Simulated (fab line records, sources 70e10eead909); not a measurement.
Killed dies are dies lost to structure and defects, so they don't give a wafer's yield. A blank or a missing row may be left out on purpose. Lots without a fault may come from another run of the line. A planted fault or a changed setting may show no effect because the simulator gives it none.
fab line records | flow nand_harc
record lots=5 wafers=15 last_day=31
route steps=1302 shown A_STAIRCASE@752
lots that met no fault: from a run of the same line without faults
start_h: hours from the record's first day to the start of the lot's first wafer shown | wait_h: hours since the lot's step before | " the same as in the row above | L1.1+2: a row that stands for several wafers | - no value, or no start given | * or withheld: withheld | < > ~ a bound
route shown NAME@n: a module of which the file shows steps, and the number in the route of the first | usual: mean/standard deviation of fault-free wafers | same: alike in all rows | chamber/n: place in a boat | sites: the reading at each site | _std_site: their standard deviation | _edge_site: outer sites' mean less inner sites' | radius_mm: how far each site lies from the wafer's centre | mask NAME#n: copy n | behind: the tool/chamber that last shaped the wafer | hold: why the lot was held/for how many hours/how that ended | device: the transistor (n, p or np) that didn't switch | end of line: the same wafers' tests at the end of the route | a step without rows: its recipe alone | killed: dies lost to structure and defects at the first sort, not the wafer's yield | map: a wafer's dies, x killed, . not, _ none there
set.NAME: the setting as run; set.NAME@STEP: as run at that earlier step | model.NAME: the simulator's own value behind a step, which no gauge read
lots at some steps of the route; a table a step, a row a wafer
services: from which hour (start_h, from the record's first day; less than 0 if before it) a tool's chamber was out of use, for how many hours, and why
## steps
# step NHARC_A_STAIRCASE_STRIP_238
# recipe power_w=1500 temp_c=250 chemistry=O2
# usual drypump_motor_current_A=5.93/0.3 heater_power_w=338/23 rf_refl_power_W=27/5.7
# columns lot.wafer tool chamber start_h wait_h drypump_motor_current_A heater_power_w rf_hours_counter_h rf_refl_power_W
L083.2 plasma_asher-02 1 454.92 0.1 5.42 317 3 20
L083.3 " 1 " " 5.42 318 - 20
L083.4 " 0 " " 6.21 320 - 26
L087.1 plasma_asher-01 1 488.21 0.1 6.09 353 28 -
L087.2 " 0 " " 6.02 371 28 -
L087.3 " 0 " " 6.02 363 - -
L089.1 plasma_asher-01 1 505.57 0.1 6.08 367 34 36
L089.2 " 0 " " 6.00 371 34 26
L089.4 " 0 " " 6.01 367 - 25
L088.2 plasma_asher-01 0 511.51 0.1 5.98 362 35 25
L088.6 " 0 " " 6.01 371 - 25
L088.5 " 1 " " 6.06 356 - 37
L090.2 plasma_asher-01 0 533.03 0.1 6.01 349 1 25
L090.4 " 0 " " 6.00 343 - 25
L090.6 " 1 " " 6.08 349 - 37
# step NHARC_A_STAIRCASE_STRIP_239
# recipe time_s=900 temp_c=130 chemistry=SPM
# usual bath_guard_temp_C=130.1/0.57
# columns lot.wafer tool chamber start_h wait_h bath_guard_temp_C
L083.3 wet_bench-09 3 455.30 0.2 130.5
L083.4 " 4 " " 129.9
L083.2 " 6 " " 129.4
L087.3 wet_bench-09 4 488.55 0.2 129.7
L087.1 " 6 " " 129.6
L087.2 " 0 " " 130.2
L089.1 wet_bench-01 5 505.95 0.3 130.2
L089.4 " 6 " " 130.8
L089.2 " 7 " " 129.8
L088.5 wet_bench-07 7 511.87 0.1 129.8
L088.2 " 2 " " 129.3
L088.6 " 3 " " 129.5
L090.2 wet_bench-07 4 533.33 0.3 130.3
L090.6 " 6 " " 130.4
L090.4 " 7 " " 129.7
# step NHARC_A_STAIRCASE_PRECLEAN_240
# recipe time_s=* temp_c=50 bath_age_min=0 chemistry=SC1
# usual bath_guard_temp_C=50.1/0.56
# columns lot.wafer tool chamber start_h wait_h bath_guard_temp_C
L083.3 wet_bench-09 3 - - 50.7
L083.4 " 4 " " 49.8
L083.2 " 6 " " 49.6
L087.3 wet_bench-09 4 - - 49.8
L087.1 " 6 " " 49.5
L087.2 " 0 " " 50.2
L089.1 wet_bench-01 5 - - 50.1
L089.4 " 6 " " 50.7
L089.2 " 7 " " 49.8
L088.5 wet_bench-07 7 - - 50.1
L088.2 " 2 " " 49.5
L088.6 " 3 " " 49.5
L090.2 wet_bench-07 4 - - 50.7
L090.6 " 6 " " 50.0
L090.4 " 7 " " 49.7
# step NHARC_A_STAIRCASE_SRD_241
# columns lot.wafer tool chamber start_h wait_h
L083.3+4+2 wet_bench-09 3,4,6 - -
L087.3+1+2 wet_bench-09 4,6,0 - -
L089.1+4+2 wet_bench-01 5,6,7 - -
L088.5+2+6 wet_bench-07 7,2,3 - -
L090.2+6+4 wet_bench-07 4,6,7 - -
# step NHARC_A_STAIRCASE_DEHYDRATE_242
# recipe temp_c=150 time_s=120
# usual plate_temp_C=149.98/0.13
# columns lot.wafer tool chamber start_h wait_h plate_temp_C
L083.2 litho_track-02 0 455.74 - 150.08
L083.3 " 0 " " 150.05
L083.4 " 0 " " 149.79
L087.1 litho_track-03 0 489.09 - 150.07
L087.2 " 0 " " 149.97
L087.3 " 0 " " 149.76
L089.1 litho_track-03 0 506.38 - 150.13
L089.2 " 0 " " 150.25
L089.4 " 0 " " 149.99
L088.2 litho_track-03 0 512.33 - 150.23
L088.5 " 0 " " 150.17
L088.6 " 0 " " 150.14
L090.2 litho_track-07 0 533.79 - 150.04
L090.4 " 0 " " 149.99
L090.6 " 0 " " 149.82
# step NHARC_A_STAIRCASE_HMDS_243
# recipe time_s=30
# columns lot.wafer tool chamber start_h wait_h
L083.2+3+4 litho_track-02 0 - -
L087.1+2+3 litho_track-03 0 - -
L089.1+2+4 litho_track-03 0 - -
L088.2+5+6 litho_track-03 0 - -
L090.2+4+6 litho_track-07 0 - -
# step NHARC_A_STAIRCASE_COAT_244
# recipe spin_rpm=1200
# columns lot.wafer tool chamber start_h wait_h
L083.2+3+4 litho_track-02 0 - -
L087.1+2+3 litho_track-03 0 - -
L089.1+2+4 litho_track-03 0 - -
L088.2+5+6 litho_track-03 0 - -
L090.2+4+6 litho_track-07 0 - -
# step NHARC_A_STAIRCASE_SOFTBAKE_245
# recipe temp_c=135 time_s=170
# usual plate_temp_C=135.00/0.12
# columns lot.wafer tool chamber start_h wait_h plate_temp_C
L083.2 litho_track-02 0 - - 134.93
L083.3 " 0 " " 134.94
L083.4 " 0 " " 134.95
L087.1 litho_track-03 0 - - 134.85
L087.2 " 0 " " 134.81
L087.3 " 0 " " 134.82
L089.1 litho_track-03 0 - - 135.05
L089.2 " 0 " " 135.12
L089.4 " 0 " " 135.19
L088.2 litho_track-03 0 - - 134.92
L088.5 " 0 " " 135.02
L088.6 " 0 " " 134.98
L090.2 litho_track-07 0 - - 135.15
L090.4 " 0 " " 135.13
L090.6 " 0 " " 135.04
# step NHARC_A_STAIRCASE_EBR_246
# columns lot.wafer tool chamber start_h wait_h
L083.2+3+4 litho_track-02 0 - -
L087.1+2+3 litho_track-03 0 - -
L089.1+2+4 litho_track-03 0 - -
L088.2+5+6 litho_track-03 0 - -
L090.2+4+6 litho_track-07 0 - -
# step NHARC_A_STAIRCASE_EXPOSE_247
# recipe na=0.5 dose_mj=25.34 mask_id=SDS_1
# usual exposure_dose_mJ_cm2=25.336/0.022
# columns lot.wafer tool chamber start_h wait_h mask exposure_dose_mJ_cm2
L083.2 krf_scanner-01 0 456.08 - SDS_1#0 25.356
L083.3 " 0 " " SDS_1#0 25.349
L083.4 " 0 " " SDS_1#0 25.315
L087.1 krf_scanner-01 0 489.42 - SDS_1#0 25.334
L087.2 " 0 " " SDS_1#0 25.315
L087.3 " 0 " " SDS_1#0 25.345
L089.1 krf_scanner-03 0 506.71 - SDS_1#0 25.359
L089.2 " 0 " " SDS_1#0 25.365
L089.4 " 0 " " SDS_1#0 25.346
L088.2 krf_scanner-03 0 512.55 - SDS_1#0 25.356
L088.5 " 0 " " SDS_1#0 25.311
L088.6 " 0 " " SDS_1#0 25.335
L090.2 krf_scanner-02 0 534.13 - SDS_1#0 25.349
L090.4 " 0 " " SDS_1#0 25.340
L090.6 " 0 " " SDS_1#0 25.331
# step NHARC_A_STAIRCASE_PEB_248
# recipe peb_temp_c=115 peb_time_s=130
# usual plate_temp_C=114.99/0.13
# columns lot.wafer tool chamber start_h wait_h plate_temp_C
L083.2 litho_track-02 0 456.14 0.1 114.83
L083.3 " 0 " " 114.91
L083.4 " 0 " " 114.86
L087.1 litho_track-03 0 489.49 0.1 114.68
L087.2 " 0 " " 114.81
L087.3 " 0 " " 114.91
L089.1 litho_track-02 0 506.77 0.1 115.05
L089.2 " 0 " " 115.02
L089.4 " 0 " " 115.14
L088.2 litho_track-02 0 512.61 0.1 114.92
L088.5 " 0 " " 115.01
L088.6 " 0 " " 114.78
L090.2 litho_track-02 0 534.19 0.1 114.93
L090.4 " 0 " " 115.10
L090.6 " 0 " " 115.14
# step NHARC_A_STAIRCASE_DEVELOP_249
# recipe time_s=140
# columns lot.wafer tool chamber start_h wait_h
L083.2+3+4 litho_track-02 0 - -
L087.1+2+3 litho_track-03 0 - -
L089.1+2+4 litho_track-02 0 - -
L088.2+5+6 litho_track-02 0 - -
L090.2+4+6 litho_track-02 0 - -
# step NHARC_A_STAIRCASE_HARDBAKE_251
# recipe temp_c=120 time_s=140
# columns lot.wafer tool chamber start_h wait_h
L083.2+3+4 litho_track-07 0 456.36 -
L087.1+2+3 litho_track-02 0 489.71 -
L089.1+2+4 litho_track-07 0 506.99 -
L088.2+5+6 litho_track-07 0 512.84 -
L090.2+4+6 litho_track-07 0 534.41 -
# step NHARC_A_STAIRCASE_DESCUM_252
# recipe time_s=3 o2_flow_sccm=200 ar_flow_sccm=0 bias_power_w=0 chemistry=O2
# usual drypump_motor_current_A=5.6/0.48 oes_product_au=1.002/0.0073 rf_vpp_V=58.0/0.82 showerhead_plenum_p_Torr=1.92/0.075 throttle_valve_pct=11.311/0.0086
# columns lot.wafer tool chamber start_h wait_h drypump_motor_current_A oes_product_au rf_hours_counter_h rf_vpp_V showerhead_plenum_p_Torr throttle_valve_pct
L083.4 rie_diel-01 2 456.46 - 5.5 1.010 23 58.1 1.92 11.302
L083.3 " 3 " " 5.9 1.007 20 57.6 1.94 11.321
L083.2 " 0 " " 5.5 1.006 19 58.7 1.94 11.310
L087.1 rie_diel-05 3 489.80 - 5.3 1.013 25 57.0 1.84 11.306
L087.2 " 1 " " 6.0 0.990 21 57.6 1.79 11.341
L087.3 " 2 " " 4.9 0.998 23 59.0 2.01 11.316
L089.2 rie_diel-01 3 507.09 - 5.9 1.003 41 58.3 1.94 11.317
L089.1 " 0 " " 5.4 1.011 38 58.5 1.94 11.296
L089.4 " 1 " " 6.1 0.993 39 57.4 2.03 11.309
L088.2 rie_diel-05 1 512.92 - 6.1 1.000 27 59.0 1.79 11.309
L088.6 " 1 " " 6.1 0.999 - 57.5 1.79 11.330
L088.5 " 2 " " 4.8 0.991 - 57.1 2.01 11.307
L090.4 rie_diel-01 1 534.52 - 6.2 1.003 48 58.0 2.03 11.323
L090.2 " 2 " " 5.5 1.011 50 55.8 1.92 11.297
L090.6 " 3 " " 5.9 1.004 - 57.8 1.94 11.306
# step NHARC_A_STAIRCASE_ETCH_253
# recipe target_depth_a=500 time_s=20.2 ion_energy_ev=400 c4f8_flow_sccm=20 o2_flow_sccm=10 ar_flow_sccm=withheld rf_w=600 bias_w=1000 chemistry=C4F8/O2
# usual bias_w=1000/3.1 oes_product_au=0.959/0.018 rf_vpp_V=897/4.6
# columns lot.wafer tool chamber start_h wait_h bias_w oes_product_au rf_hours_counter_h rf_vpp_V
L083.4 rie_diel-01 2 456.54 0.1 1002 0.954 23 898
L083.3 " 3 " " 1006 0.971 20 897
L083.2 " 0 " " 994 0.979 19 899
L087.2 rie_diel-05 3 489.89 0.1 997 0.930 25 891
L087.3 " 0 " " 998 0.928 23 898
L087.1 " 1 " " 994 0.929 21 889
L089.4 rie_diel-01 0 507.17 0.1 1001 0.951 38 898
L089.2 " 1 " " 1001 0.969 39 902
L089.1 " 2 " " 1000 0.956 42 895
L088.2 rie_diel-05 2 513.02 0.1 1000 0.953 28 902
L088.5 " 3 " " 999 0.978 - 892
L088.6 " 0 " " 999 0.986 - 899
L090.4 rie_diel-01 3 534.59 0.1 996 0.967 47 896
L090.2 " 0 " " 999 0.964 44 898
L090.6 " 1 " " 1002 0.977 - 903
# step NHARC_A_STAIRCASE_STRIP_254
# recipe power_w=1500 temp_c=250 chemistry=O2
# usual drypump_motor_current_A=5.9/0.31 heater_power_w=334/24 rf_refl_power_W=27/5.8
# columns lot.wafer tool chamber start_h wait_h drypump_motor_current_A heater_power_w rf_hours_counter_h rf_refl_power_W
L083.2 plasma_asher-02 0 456.63 - 6.2 320 4 27
L083.3 " 0 " " 6.2 317 - 28
L083.4 " 1 " " 5.4 316 - 20
L087.2 plasma_asher-02 1 489.97 - 5.4 322 11 21
L087.1 " 0 " " 6.2 316 11 27
L087.3 " 1 " " 5.4 311 - 19
L089.2 plasma_asher-02 1 507.26 - 5.4 321 12 20
L089.1 " 0 " " 6.2 318 12 28
L089.4 " 0 " " 6.2 319 - 28
L088.2 plasma_asher-01 0 513.10 - 6.0 359 35 -
L088.5 " 0 " " 6.0 365 - -
L088.6 " 1 " " 6.1 356 - -
L090.2 plasma_asher-02 1 534.72 - 5.4 320 18 20
L090.4 " 0 " " 6.2 316 - 26
L090.6 " 0 " " 6.2 323 - 27
# step NHARC_A_STAIRCASE_STRIP_255
# recipe time_s=900 temp_c=130 chemistry=SPM
# usual bath_guard_temp_C=130.2/0.56
# columns lot.wafer tool chamber start_h wait_h bath_guard_temp_C
L083.3 wet_bench-07 7 456.99 0.2 130.0
L083.4 " 0 " " 131.3
L083.2 " 2 " " 129.1
L087.3 wet_bench-01 4 490.34 0.2 130.0
L087.1 " 5 " " 130.1
L087.2 " 6 " " 130.9
L089.4 wet_bench-01 4 507.61 0.2 130.0
L089.1 " 0 " " 129.7
L089.2 " 1 " " 130.7
L088.5 wet_bench-01 0 513.46 0.1 129.8
L088.6 " 3 " " 128.9
L088.2 " 4 " " 129.8
L090.2 wet_bench-07 6 535.02 0.3 130.4
L090.6 " 7 " " 129.9
L090.4 " 2 " " 129.4
# step NHARC_A_STAIRCASE_PRECLEAN_256
# recipe time_s=* temp_c=50 bath_age_min=0 chemistry=SC1
# usual bath_guard_temp_C=50.1/0.57
# columns lot.wafer tool chamber start_h wait_h bath_guard_temp_C
L083.3 wet_bench-07 7 - - 49.9
L083.4 " 0 " " 51.7
L083.2 " 2 " " 49.5
L087.3 wet_bench-01 4 - - 49.8
L087.1 " 5 " " 49.9
L087.2 " 6 " " 50.7
L089.4 wet_bench-01 4 - - 50.2
L089.1 " 0 " " 49.9
L089.2 " 1 " " 50.4
L088.5 wet_bench-01 0 - - 49.4
L088.6 " 3 " " 49.5
L088.2 " 4 " " 49.7
L090.2 wet_bench-07 6 - - 50.4
L090.6 " 7 " " 49.8
L090.4 " 2 " " 49.4
# step NHARC_A_STAIRCASE_SRD_257
# columns lot.wafer tool chamber start_h wait_h
L083.3+4+2 wet_bench-07 7,0,2 - -
L087.3+1+2 wet_bench-01 4,5,6 - -
L089.4+1+2 wet_bench-01 4,0,1 - -
L088.5+6+2 wet_bench-01 0,3,4 - -
L090.2+6+4 wet_bench-07 6,7,2 - -
# step NHARC_A_STAIRCASE_HM_DEP_456
# recipe target_thk_a=31000 temp_c=400 material=aC
# usual throttle_valve_pct=35.000/0.009
# columns lot.wafer tool chamber start_h wait_h throttle_valve_pct
L083.2 acl_dep-01 0 461.28 - 35.001
L083.3 " 0 " " 34.998
L083.4 " 0 " " 35.001
L087.1 acl_dep-01 0 497.54 - 35.007
L087.2 " 0 " " 35.000
L087.3 " 0 " " 35.006
L089.1 acl_dep-03 0 508.07 - 35.003
L089.2 " 0 " " 35.010
L089.4 " 0 " " 35.000
L088.2 acl_dep-03 0 515.67 - 34.997
L088.5 " 0 " " 35.003
L088.6 " 0 " " 35.018
L090.2 acl_dep-03 0 535.80 - 34.998
L090.4 " 0 " " 35.009
L090.6 " 0 " " 34.995
# step NHARC_A_STAIRCASE_DEP_259
# recipe target_thk_a=300 target_thk_nm=30 temp_c=400 pressure_torr=3.5 flow_sccm=200 rf_w=350 material=SiON
# usual heater_power_w=742/120
# columns lot.wafer tool chamber start_h wait_h heater_power_w
L083.2 pecvd-01 2 462.83 1.2 650
L083.3 " 0 " " 726
L083.4 " 0 " " 745
L087.2 pecvd-02 2 499.41 1.3 692
L087.1 " 0 " " 983
L087.3 " 1 " " 750
L089.1 pecvd-04 1 509.93 1.5 684
L089.2 " 0 " " 800
L089.4 " 2 " " 591
L088.2 pecvd-04 2 517.22 1.2 638
L088.5 " 2 " " 625
L088.6 " 0 " " 851
L090.2 pecvd-02 1 537.37 1.3 724
L090.6 " 1 " " 748
L090.4 " 2 " " 760
# step NHARC_A_STAIRCASE_DEHYDRATE_260
# recipe temp_c=150 time_s=120
# usual plate_temp_C=149.99/0.14
# columns lot.wafer tool chamber start_h wait_h plate_temp_C
L083.2 litho_track-03 0 463.10 0.2 150.16
L083.3 " 0 " " 150.40
L083.4 " 0 " " 150.28
L087.1 litho_track-03 0 499.69 0.2 150.05
L087.2 " 0 " " 149.95
L087.3 " 0 " " 150.09
L089.1 litho_track-07 0 510.20 0.2 150.04
L089.2 " 0 " " 149.97
L089.4 " 0 " " 149.90
L088.2 litho_track-02 0 517.50 0.2 149.80
L088.5 " 0 " " 150.18
L088.6 " 0 " " 149.85
L090.2 litho_track-07 0 537.64 0.2 149.73
L090.4 " 0 " " 150.14
L090.6 " 0 " " 150.16
# step NHARC_A_STAIRCASE_HMDS_261
# recipe time_s=30
# columns lot.wafer tool chamber start_h wait_h
L083.2+3+4 litho_track-03 0 - -
L087.1+2+3 litho_track-03 0 - -
L089.1+2+4 litho_track-07 0 - -
L088.2+5+6 litho_track-02 0 - -
L090.2+4+6 litho_track-07 0 - -
# step NHARC_A_STAIRCASE_COAT_262
# recipe spin_rpm=1200
# columns lot.wafer tool chamber start_h wait_h
L083.2+3+4 litho_track-03 0 - -
L087.1+2+3 litho_track-03 0 - -
L089.1+2+4 litho_track-07 0 - -
L088.2+5+6 litho_track-02 0 - -
L090.2+4+6 litho_track-07 0 - -
# step NHARC_A_STAIRCASE_SOFTBAKE_263
# recipe temp_c=135 time_s=170
# usual plate_temp_C=135.01/0.13
# columns lot.wafer tool chamber start_h wait_h plate_temp_C
L083.2 litho_track-03 0 - - 135.11
L083.3 " 0 " " 134.84
L083.4 " 0 " " 134.98
L087.1 litho_track-03 0 - - 135.17
L087.2 " 0 " " 135.07
L087.3 " 0 " " 134.99
L089.1 litho_track-07 0 - - 135.26
L089.2 " 0 " " 135.13
L089.4 " 0 " " 135.10
L088.2 litho_track-02 0 - - 135.01
L088.5 " 0 " " 134.92
L088.6 " 0 " " 134.89
L090.2 litho_track-07 0 - - 134.97
L090.4 " 0 " " 135.06
L090.6 " 0 " " 135.16
# step NHARC_A_STAIRCASE_EBR_264
# columns lot.wafer tool chamber start_h wait_h
L083.2+3+4 litho_track-03 0 - -
L087.1+2+3 litho_track-03 0 - -
L089.1+2+4 litho_track-07 0 - -
L088.2+5+6 litho_track-02 0 - -
L090.2+4+6 litho_track-07 0 - -
# step NHARC_A_STAIRCASE_EXPOSE_265
# recipe na=0.5 dose_mj=25.01 mask_id=CHOP_200
# usual exposure_dose_mJ_cm2=25.010/0.026
# columns lot.wafer tool chamber start_h wait_h mask exposure_dose_mJ_cm2
L083.2 krf_scanner-01 0 463.44 - CHOP_200#0 25.000
L083.3 " 0 " " CHOP_200#0 24.963
L083.4 " 0 " " CHOP_200#0 24.989
L087.1 krf_scanner-01 0 500.02 - CHOP_200#0 25.020
L087.2 " 0 " " CHOP_200#0 24.981
L087.3 " 0 " " CHOP_200#0 25.009
L089.1 krf_scanner-02 0 510.53 - CHOP_200#0 25.018
L089.2 " 0 " " CHOP_200#0 25.013
L089.4 " 0 " " CHOP_200#0 25.006
L088.2 krf_scanner-02 0 517.71 - CHOP_200#0 25.029
L088.5 " 0 " " CHOP_200#0 25.014
L088.6 " 0 " " CHOP_200#0 25.005
L090.2 krf_scanner-01 0 537.98 - CHOP_200#0 25.052
L090.4 " 0 " " CHOP_200#0 24.986
L090.6 " 0 " " CHOP_200#0 25.016
# step NHARC_A_STAIRCASE_PEB_266
# recipe peb_temp_c=115 peb_time_s=130
# usual plate_temp_C=114.99/0.13
# columns lot.wafer tool chamber start_h wait_h plate_temp_C
L083.2 litho_track-03 0 463.50 0.1 114.73
L083.3 " 0 " " 114.80
L083.4 " 0 " " 115.05
L087.1 litho_track-03 0 500.09 0.1 114.82
L087.2 " 0 " " 114.85
L087.3 " 0 " " 114.66
L089.1 litho_track-03 0 510.60 0.1 115.08
L089.2 " 0 " " 114.94
L089.4 " 0 " " 114.89
L088.2 litho_track-02 0 517.77 0.1 115.02
L088.5 " 0 " " 115.00
L088.6 " 0 " " 115.09
L090.2 litho_track-02 0 538.04 0.1 115.02
L090.4 " 0 " " 115.29
L090.6 " 0 " " 115.26
# step NHARC_A_STAIRCASE_DEVELOP_267
# recipe time_s=140
# columns lot.wafer tool chamber start_h wait_h
L083.2+3+4 litho_track-03 0 - -
L087.1+2+3 litho_track-03 0 - -
L089.1+2+4 litho_track-03 0 - -
L088.2+5+6 litho_track-02 0 - -
L090.2+4+6 litho_track-02 0 - -
# step NHARC_A_STAIRCASE_HARDBAKE_269
# recipe temp_c=120 time_s=140
# columns lot.wafer tool chamber start_h wait_h
L083.2+3+4 litho_track-03 0 463.72 -
L087.1+2+3 litho_track-07 0 500.31 -
L089.1+2+4 litho_track-02 0 510.83 -
L088.2+5+6 litho_track-02 0 517.99 -
L090.2+4+6 litho_track-02 0 538.26 -
# step NHARC_A_STAIRCASE_DESCUM_270
# recipe time_s=3 o2_flow_sccm=200 ar_flow_sccm=0 bias_power_w=0 chemistry=O2
# usual drypump_motor_current_A=5.6/0.46 oes_product_au=1.002/0.0078 rf_vpp_V=57.8/0.89 showerhead_plenum_p_Torr=1.93/0.068 throttle_valve_pct=11.313/0.0093
# columns lot.wafer tool chamber start_h wait_h drypump_motor_current_A oes_product_au rf_hours_counter_h rf_vpp_V showerhead_plenum_p_Torr throttle_valve_pct
L083.2 rie_diel-10 3 463.85 - 5.9 1.008 12 57.6 1.84 11.309
L083.3 " 0 " " 5.0 1.004 8 56.7 1.93 11.322
L083.4 " 1 " " 6.4 1.003 13 57.5 1.95 11.307
L087.2 rie_diel-01 0 500.40 - 5.5 1.000 35 57.7 1.94 11.299
L087.3 " 2 " " 5.5 0.998 40 59.9 1.92 11.315
L087.1 " 3 " " 5.9 1.001 39 58.1 1.94 11.326
L089.2 rie_diel-05 2 510.93 - 4.8 0.995 27 57.8 2.01 11.309
L089.1 " 3 " " 5.3 1.003 29 57.3 1.84 11.311
L089.4 " 1 " " 6.1 1.000 25 57.8 1.79 11.311
L088.2 rie_diel-05 0 518.10 - 5.3 1.000 28 59.3 1.94 11.311
L088.5 " 2 " " 4.9 0.996 - 57.3 2.01 11.315
L088.6 " 3 " " 5.3 1.010 - 58.2 1.84 11.324
L090.4 rie_diel-10 1 538.37 - 6.4 1.002 35 57.6 1.95 11.301
L090.2 " 2 " " 5.8 0.996 36 58.3 2.01 11.309
L090.6 " 3 " " 5.8 0.995 - 56.4 1.84 11.317
# step NHARC_A_STAIRCASE_ETCH_271
# recipe cf4_flow_sccm=100 chf3_flow_sccm=30 ar_flow_sccm=0 rf_w=500 bias_w=200 chemistry=CF4/CHF3
# usual bias_w=200.0/0.65 cf4_flow_sccm=100.02/0.29 drypump_motor_current_A=5.7/0.44 oes_product_au=0.955/0.022 rf_vpp_V=371.2/1.9 showerhead_plenum_p_Torr=1.59/0.053 throttle_valve_pct=16.801/0.0096
# columns lot.wafer tool chamber start_h wait_h bias_w cf4_flow_sccm drypump_motor_current_A oes_product_au rf_hours_counter_h rf_vpp_V showerhead_plenum_p_Torr throttle_valve_pct
L083.3 rie_diel-10 1 464.01 0.1 199.8 100.12 6.4 0.928 13 372.4 1.60 16.787
L083.4 " 2 " " 200.7 100.03 5.8 0.929 13 372.2 1.65 16.788
L083.2 " 3 " " 200.9 99.75 5.8 0.936 12 369.0 1.52 16.798
L087.3 rie_diel-01 0 500.49 0.1 199.8 100.12 5.4 0.940 35 372.4 1.59 16.795
L087.1 " 2 " " 200.0 99.31 5.5 0.928 40 369.6 1.58 16.801
L087.2 " 3 " " 200.8 100.64 5.9 0.938 39 369.4 1.59 16.806
L089.2 rie_diel-05 0 511.01 0.1 200.6 100.14 5.3 0.980 27 369.7 1.60 16.825
L089.1 " 1 " " 199.1 99.63 6.1 0.984 25 368.3 1.48 16.794
L089.4 " 2 " " 198.6 100.02 4.9 0.963 27 374.0 1.65 16.820
L088.2 rie_diel-05 3 518.18 0.1 199.0 100.16 5.3 0.935 30 368.0 1.51 16.818
L088.5 " 1 " " 199.9 99.98 6.1 0.930 - 368.6 1.48 16.802
L088.6 " 2 " " 200.6 99.84 4.8 0.922 - 374.4 1.65 16.803
L090.4 rie_diel-10 0 538.43 0.1 200.4 100.26 5.0 0.961 31 371.1 1.58 16.810
L090.2 " 3 " " 199.9 99.51 5.8 0.958 36 368.7 1.51 16.804
L090.6 " 1 " " 199.9 99.80 6.4 0.971 - 371.4 1.60 16.798
# step NHARC_A_STAIRCASE_HM_OPEN_457
# recipe o2_flow_sccm=400 cos_flow_sccm=20 ar_flow_sccm=0 rf_w=500 bias_w=300 chemistry=O2/COS
# usual bias_w=299.9/0.95 drypump_motor_current_A=5.7/0.45 oes_product_au=1.004/0.0067 rf_vpp_V=467.8/2.4 showerhead_plenum_p_Torr=3.15/0.11 throttle_valve_pct=28.330/0.0079
# columns lot.wafer tool chamber start_h wait_h bias_w drypump_motor_current_A oes_product_au rf_hours_counter_h rf_vpp_V showerhead_plenum_p_Torr throttle_valve_pct
L083.3 rie_diel-10 0 - - 299.5 5.0 1.001 8 468.0 3.15 28.344
L083.4 " 1 " " 299.5 6.4 1.005 13 468.9 3.18 28.316
L083.2 " 2 " " 300.6 5.8 1.001 13 471.0 3.28 28.320
L087.3 rie_diel-01 1 - - 299.0 6.1 1.002 36 472.1 3.30 28.328
L087.1 " 2 " " 301.2 5.5 1.013 40 467.7 3.13 28.336
L087.2 " 0 " " 297.7 5.5 1.008 35 465.8 3.16 28.330
L089.1 rie_diel-05 3 - - 300.6 5.4 0.999 29 464.5 3.00 28.331
L089.4 " 0 " " 299.9 5.3 1.003 27 467.4 3.17 28.325
L089.2 " 2 " " 300.7 4.8 0.985 27 470.6 3.27 28.331
L088.2 rie_diel-05 3 - - 300.9 5.3 1.004 30 464.3 3.00 28.329
L088.5 " 1 " " 298.6 6.1 1.006 - 463.9 2.94 28.326
L088.6 " 2 " " 301.4 4.9 1.001 - 471.4 3.27 28.325
L090.2 rie_diel-10 2 - - 300.0 5.8 0.996 36 469.4 3.27 28.313
L090.4 " 0 " " 300.4 5.0 1.012 31 467.5 3.14 28.337
L090.6 " 3 " " 297.0 5.9 1.011 - 464.6 3.00 28.331
# step NHARC_A_STAIRCASE_STRIP_458
# recipe o2_flow_sccm=400 cos_flow_sccm=20 ar_flow_sccm=0 bias_w=0 chemistry=O2/COS
# columns lot.wafer tool chamber start_h wait_h
L083.4+3+2 rie_diel-10 0,1,2 - -
L087.1+2+3 rie_diel-01 0,1,2 - -
L089.1+4+2 rie_diel-05 0,1,2 - -
L088.2+5+6 rie_diel-05 3,2,3 - -
L090.2+4+6 rie_diel-10 2,3,2 - -
# step NHARC_A_STAIRCASE_ETCH_451
# recipe target_depth_a=300 overetch_a=30 time_s=16.5 ion_energy_ev=100 cf4_flow_sccm=80 o2_flow_sccm=20 ar_flow_sccm=0 rf_w=300 bias_w=100 chemistry=CF4/O2
# usual bias_w=99.96/0.27 cf4_flow_sccm=80.01/0.22 drypump_motor_current_A=5.6/0.44 oes_product_au=1.003/0.0072 rf_vpp_V=198.1/1.2 showerhead_plenum_p_Torr=1.35/0.048 throttle_valve_pct=13.397/0.0092
# columns lot.wafer tool chamber start_h wait_h bias_w cf4_flow_sccm drypump_motor_current_A oes_product_au rf_hours_counter_h rf_vpp_V showerhead_plenum_p_Torr throttle_valve_pct
L083.4 rie_diel-10 0 - - 99.97 80.15 5.0 0.999 8 197.1 1.35 13.399
L083.2 " 1 " " 99.58 80.10 6.4 1.009 13 198.7 1.36 13.406
L083.3 " 2 " " 99.56 80.34 5.8 1.002 13 200.4 1.40 13.391
L087.1 rie_diel-01 1 - - 100.02 79.93 6.1 1.000 36 199.9 1.41 13.386
L087.2 " 2 " " 100.01 80.41 5.5 1.007 40 199.7 1.34 13.400
L087.3 " 0 " " 99.78 79.96 5.5 1.010 35 198.1 1.35 13.396
L089.1 rie_diel-05 1 - - 100.42 79.85 6.1 1.005 25 196.3 1.25 13.397
L089.4 " 3 " " 99.88 80.10 5.3 1.006 29 196.7 1.28 13.391
L089.2 " 0 " " 99.63 79.45 5.2 1.008 27 197.8 1.35 13.396
L088.2 rie_diel-05 3 - - 100.00 79.99 5.3 1.014 30 195.8 1.28 13.401
L088.5 " 1 " " 99.83 80.14 6.0 1.007 - 196.2 1.25 13.396
L088.6 " 2 " " 100.27 79.91 4.9 0.992 - 199.0 1.40 13.384
L090.2 rie_diel-10 3 - - 99.70 80.09 5.8 1.011 40 196.9 1.28 13.391
L090.4 " 1 " " 100.03 79.67 6.4 1.001 37 197.9 1.36 13.406
L090.6 " 3 " " 99.60 80.27 5.8 1.004 - 196.9 1.28 13.380
## services
# columns tool chamber start_h hours kind
krf_scanner-02 - 438.00 4.0 pm
pecvd-04 2 439.12 7.7 repair
rie_diel-05 0 440.41 - clean
rie_diel-05 1 440.41 - clean
rie_diel-05 2 440.41 - clean
pecvd-04 0 443.00 4.2 repair
litho_track-03 - 450.01 7.0 pm
pecvd-04 - 450.48 13.0 pm
wet_bench-01 - 453.60 8.0 pm
plasma_asher-02 - 463.59 2.0 repair
acl_dep-01 - 467.36 4.6 repair
krf_scanner-01 - 473.49 0.3 repair
litho_track-03 - 476.74 - consumable_replace:filter
krf_scanner-01 - 484.02 4.0 pm
acl_dep-03 - 487.87 13.0 pm
pecvd-01 - 492.56 2.3 repair
plasma_asher-02 - 496.43 4.6 repair
wet_bench-07 - 496.51 8.0 pm
pecvd-01 - 498.23 13.0 pm
plasma_asher-02 - 505.61 1.3 repair
plasma_asher-01 - 519.44 9.0 pm
krf_scanner-03 - 525.44 2.4 repair
wet_bench-09 - 528.85 8.0 pm
krf_scanner-03 - 541.41 0.6 repair
## key
fault none
